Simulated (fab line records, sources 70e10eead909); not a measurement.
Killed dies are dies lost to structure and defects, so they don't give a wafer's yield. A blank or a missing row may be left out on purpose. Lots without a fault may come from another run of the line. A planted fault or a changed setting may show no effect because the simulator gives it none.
Which tool did it? | flow nand_harc | 11 lots, 33 wafers sampled, at 5 steps of a route of 1302

WHAT THE GAUGES READ, wafer by wafer
NHARC_END_SORT_01. Usual: killed_at_array 52, standard deviation 16; killed_at_other 0.8, standard deviation 1.1; killed_at_periphery 4.2, standard deviation 2.5; killed_dies 57, standard deviation 16; killed_open 3.4, standard deviation 2; killed_short 2.6, standard deviation 1.6.
lot  | measured     | on        | killed_at_array | killed_at_other | killed_at_periphery | killed_dies | killed_open | killed_short | flag
L791 | day 28 21:23 | prober-01 | 676 670 668     | 0 3 0           | 1 4 9               | 677 677 677 | 2 2 4       | 2 1 2        | OFF
L792 | day 29 19:37 | prober-02 | 675 674 675     | 1 0 0           | 1 3 2               | 677 677 677 | 4 4 1       | 2 4 3        | OFF

WHICH TOOL RAN EACH LOT (tool, then ch and the chambers of the sampled wafers, then the start)
lot  | NHARC_A_CONTACT_ETCH_48            | NHARC_A_CONTACT_ETCH_51            | NHARC_A_CONTACT_ETCH_114             | NHARC_A_CONTACT_ETCH_115
L780 | rie_diel-13 ch 0,1,2, day 21 06:01 | rie_diel-13 ch 1,2,3, day 21 06:46 | har_cap_etch-03 ch 0,1, day 21 08:25 | har_cap_etch-03 ch 0,1, day 21 08:35
L781 | rie_diel-04 ch 1,2,3, day 22 04:18 | rie_diel-04 ch 1,2,3, day 22 04:58 | har_cap_etch-02 ch 0,1, day 22 06:36 | har_cap_etch-02 ch 0,1, day 22 06:46
L791 | rie_diel-13 ch 0,3, day 25 19:49   | rie_diel-13 ch 2,3, day 25 20:20   | har_cap_etch-01 ch 0,1, day 25 22:07 | har_cap_etch-01 ch 0,1, day 25 22:17
L792 | rie_diel-04 ch 1,2,3, day 26 17:26 | rie_diel-04 ch 0,2, day 26 17:56   | har_cap_etch-02 ch 0,1, day 26 19:41 | har_cap_etch-02 ch 0,1, day 26 19:51
L795 | rie_diel-13 ch 1,2,3, day 27 14:17 | rie_diel-13 ch 1,2,3, day 27 14:49 | har_cap_etch-01 ch 0,1, day 27 16:37 | har_cap_etch-01 ch 0,1, day 27 16:50
L796 | rie_diel-13 ch 0,1,2, day 28 19:50 | rie_diel-13 ch 0,1,2, day 28 20:35 | har_cap_etch-03 ch 0,1, day 28 22:08 | har_cap_etch-03 ch 0,1, day 28 22:19
L798 | rie_diel-04 ch 0,1, day 29 08:10   | rie_diel-04 ch 1,3, day 29 08:41   | har_cap_etch-02 ch 0,1, day 29 10:28 | har_cap_etch-02 ch 0,1, day 29 10:38
L801 | rie_diel-04 ch 0,1, day 29 14:19   | rie_diel-04 ch 0,2,3, day 29 14:59 | har_cap_etch-02 ch 0,1, day 29 17:02 | har_cap_etch-02 ch 0,1, day 29 17:13
L800 | rie_diel-04 ch 0,2, day 29 14:58   | rie_diel-04 ch 0,2,3, day 29 17:04 | har_cap_etch-01 ch 0,1, day 29 19:04 | har_cap_etch-01 ch 0,1, day 29 19:14
L802 | rie_diel-04 ch 0,2,3, day 30 06:04 | rie_diel-04 ch 0,2, day 30 07:08   | har_cap_etch-02 ch 0,1, day 30 08:48 | har_cap_etch-02 ch 0,1, day 30 08:58
L803 | rie_diel-04 ch 2,3, day 30 23:53   | rie_diel-04 ch 0,3, day 31 00:25   | har_cap_etch-03 ch 0,1, day 31 02:10 | har_cap_etch-03 ch 0,1, day 31 02:20
- NHARC_A_CONTACT_ETCH_48: etches the open film in CF4, target depth 39 nm, time 65 s.
- NHARC_A_CONTACT_ETCH_51: etches the open film in O2/COS, target depth 7000 nm, time 1820 s.
- NHARC_A_CONTACT_ETCH_114: etches the open film in C4F8/O2/Ar, time 190 s, target depth 1850 nm.
- NHARC_A_CONTACT_ETCH_115: etches the open film in C4F8/O2/Ar, time 190 s, target depth 1850 nm.

WHAT THE TOOLS THEMSELVES READ (means of the sampled wafers that have a number; where no wafer has one, the mark that the record gives instead)
NHARC_A_CONTACT_ETCH_48. Usual: bias_w 100.00 W, standard deviation 0.27; cf4_flow_sccm 150.0 sccm, standard deviation 0.43; drypump_motor_current_A 5.8 A, standard deviation 0.66; oes_product_au 1.003 a.u., standard deviation 0.0058; rf_fwd_power_W 297.0 W, standard deviation 1.2; rf_vpp_V 151.3 V, standard deviation 1.3; showerhead_plenum_p_Torr 1.78 Torr, standard deviation 0.08; throttle_valve_pct 13.281 %, standard deviation 0.0097.
lot  | tool        | bias_w (W) | cf4_flow_sccm (sccm) | drypump_motor_current_A (A) | oes_product_au (a.u.) | rf_fwd_power_W (W) | rf_vpp_V (V) | showerhead_plenum_p_Torr (Torr) | throttle_valve_pct (%) | flag
L780 | rie_diel-13 | 100.18     | 150.0                | 5.8                         | 1.007                 | 297.4              | 150.8        | 1.70                            | 13.282                 |
L781 | rie_diel-04 | 99.76      | 149.6                | 5.7                         | 0.997                 | 297.0              | 152.1        | 1.79                            | 13.292                 |
L791 | rie_diel-13 | 100.10     | 149.6                | 5.5                         | 1.004                 | 297.9              | 151.8        | 1.76                            | 13.289                 |
L792 | rie_diel-04 | 100.01     | 150.4                | 5.7                         | 1.000                 | 296.9              | 151.3        | 1.79                            | 13.282                 |
L795 | rie_diel-13 | 100.39     | 150.1                | 5.3                         | 1.005                 | 297.0              | 150.7        | 1.74                            | 13.276                 |
L796 | rie_diel-13 | 100.02     | 149.8                | 5.8                         | 1.001                 | 298.2              | 149.8        | 1.69                            | 13.282                 |
L798 | rie_diel-04 | 100.10     | 150.5                | 6.2                         | 0.998                 | 296.4              | 152.3        | 1.85                            | 13.288                 |
L801 | rie_diel-04 | 99.91      | 149.7                | 5.7                         | 1.004                 | 295.9              | 150.8        | 1.79                            | 13.278                 |
L800 | rie_diel-04 | 99.81      | 150.4                | 6.4                         | 1.002                 | 295.8              | 152.5        | 1.88                            | 13.283                 |
L802 | rie_diel-04 | 100.24     | 149.9                | 6.2                         | 1.005                 | 296.6              | 151.9        | 1.83                            | 13.281                 |
L803 | rie_diel-04 | 99.82      | 149.7                | 6.1                         | 1.003                 | 296.9              | 151.7        | 1.79                            | 13.283                 |

NHARC_A_CONTACT_ETCH_51. Usual: bias_w 300.0 W, standard deviation 0.79; chamber_pressure_mTorr 19.998 mTorr, standard deviation 0.018; drypump_motor_current_A 5.8 A, standard deviation 0.65; oes_product_au 1.003 a.u., standard deviation 0.0069; rf_fwd_power_W 499.8 W, standard deviation 1.4; rf_vpp_V 314.4 V, standard deviation 2.1; showerhead_plenum_p_Torr 3.14 Torr, standard deviation 0.14; throttle_valve_pct 28.330 %, standard deviation 0.0087.
lot  | tool        | bias_w (W) | chamber_pressure_mTorr (mTorr) | drypump_motor_current_A (A) | oes_product_au (a.u.) | rf_fwd_power_W (W) | rf_vpp_V (V) | showerhead_plenum_p_Torr (Torr) | throttle_valve_pct (%) | flag
L780 | rie_diel-13 | 299.9      | 20.005                         | 5.3                         | 0.992                 | 500.9              | 313.7        | 3.09                            | 28.323                 |
L781 | rie_diel-04 | 300.6      | 20.004                         | 5.7                         | 0.993                 | 500.3              | 315.0        | 3.16                            | 28.330                 |
L791 | rie_diel-13 | -          | -                              | -                           | -                     | -                  | -            | -                               | -                      | OFF
L792 | rie_diel-04 | -          | -                              | -                           | -                     | -                  | -            | -                               | -                      | OFF
L795 | rie_diel-13 | 299.7      | 20.010                         | 5.3                         | 0.990                 | 501.2              | 312.8        | 3.06                            | 28.330                 |
L796 | rie_diel-13 | 299.6      | 20.011                         | 5.8                         | 1.000                 | 499.1              | 311.3        | 2.97                            | 28.324                 |
L798 | rie_diel-04 | 300.2      | 19.997                         | 5.5                         | 1.006                 | 498.2              | 314.3        | 3.10                            | 28.331                 |
L801 | rie_diel-04 | 300.2      | 20.003                         | 6.2                         | 1.006                 | 499.3              | 315.0        | 3.25                            | 28.329                 |
L800 | rie_diel-04 | 299.3      | 19.982                         | 6.2                         | 1.013                 | 499.7              | 316.3        | 3.24                            | 28.335                 |
L802 | rie_diel-04 | 299.4      | 20.000                         | 6.1                         | 1.010                 | 500.0              | 316.9        | 3.27                            | 28.329                 |
L803 | rie_diel-04 | 299.8      | 19.984                         | 6.6                         | 0.999                 | 499.9              | 316.3        | 3.28                            | 28.342                 |

NHARC_A_CONTACT_ETCH_114. Usual: chamber_pressure_mTorr 19.998 mTorr, standard deviation 0.018; oes_air_line_au 1.001 a.u., standard deviation 0.021.
lot  | tool            | chamber_pressure_mTorr (mTorr) | oes_air_line_au (a.u.) | flag
L780 | har_cap_etch-03 | 19.998                         | 0.997                  |
L781 | har_cap_etch-02 | 19.983                         | 0.994                  |
L791 | har_cap_etch-01 | 19.994                         | 1.024                  |
L792 | har_cap_etch-02 | 19.988                         | 0.996                  |
L795 | har_cap_etch-01 | 20.009                         | 0.983                  |
L796 | har_cap_etch-03 | 19.996                         | 1.018                  |
L798 | har_cap_etch-02 | 19.989                         | 0.994                  |
L801 | har_cap_etch-02 | 20.004                         | 1.002                  |
L800 | har_cap_etch-01 | 19.977                         | 0.976                  |
L802 | har_cap_etch-02 | 20.011                         | 1.000                  |
L803 | har_cap_etch-03 | 20.003                         | 0.987                  |

NHARC_A_CONTACT_ETCH_115. Usual: chamber_pressure_mTorr 20.001 mTorr, standard deviation 0.017; oes_air_line_au 1.001 a.u., standard deviation 0.02.
lot  | tool            | chamber_pressure_mTorr (mTorr) | oes_air_line_au (a.u.) | flag
L780 | har_cap_etch-03 | 20.000                         | 1.010                  |
L781 | har_cap_etch-02 | 19.995                         | 1.004                  |
L791 | har_cap_etch-01 | 20.011                         | 0.993                  |
L792 | har_cap_etch-02 | 19.995                         | 1.016                  |
L795 | har_cap_etch-01 | 20.002                         | 0.984                  |
L796 | har_cap_etch-03 | 19.997                         | 0.989                  |
L798 | har_cap_etch-02 | 20.005                         | 0.998                  |
L801 | har_cap_etch-02 | 20.011                         | 1.002                  |
L800 | har_cap_etch-01 | 20.001                         | 0.995                  |
L802 | har_cap_etch-02 | 20.020                         | 1.004                  |
L803 | har_cap_etch-03 | 19.999                         | 0.998                  |

THE ANSWER, worked out from the rows above alone
Rule: a lot is off if the mean of its wafers that have a number lies more than 3 standard deviations from the usual mean. A lot without any number at a reading at which 4 lots or more have one is off too. The other lots that the step has rows for count as sound. The gauges are gone through in route order, then the tools' own readings, and for those a lot's mean is taken as printed above. The first step at which some lot is off is used, and at that step the reading that is off furthest; a lot without a number counts as furthest.
Off: L791, L792, at NHARC_END_SORT_01 (killed_at_array). Neither off nor sound, because the step has no rows for them: L780, L781, L795, L796, L798, L801, L800, L802, L803.
A tool fits if, at a process step before that reading, it ran every lot that is off, and no sound lot after the first of them. The gauges at NHARC_END_SORT_01 aren't tried: what is off there is off at NHARC_A_CONTACT_ETCH_51 too, on other tools, and a gauge's error can't cause that. None of those tried fits.

WHAT THE SIMULATOR HAD PUT IN
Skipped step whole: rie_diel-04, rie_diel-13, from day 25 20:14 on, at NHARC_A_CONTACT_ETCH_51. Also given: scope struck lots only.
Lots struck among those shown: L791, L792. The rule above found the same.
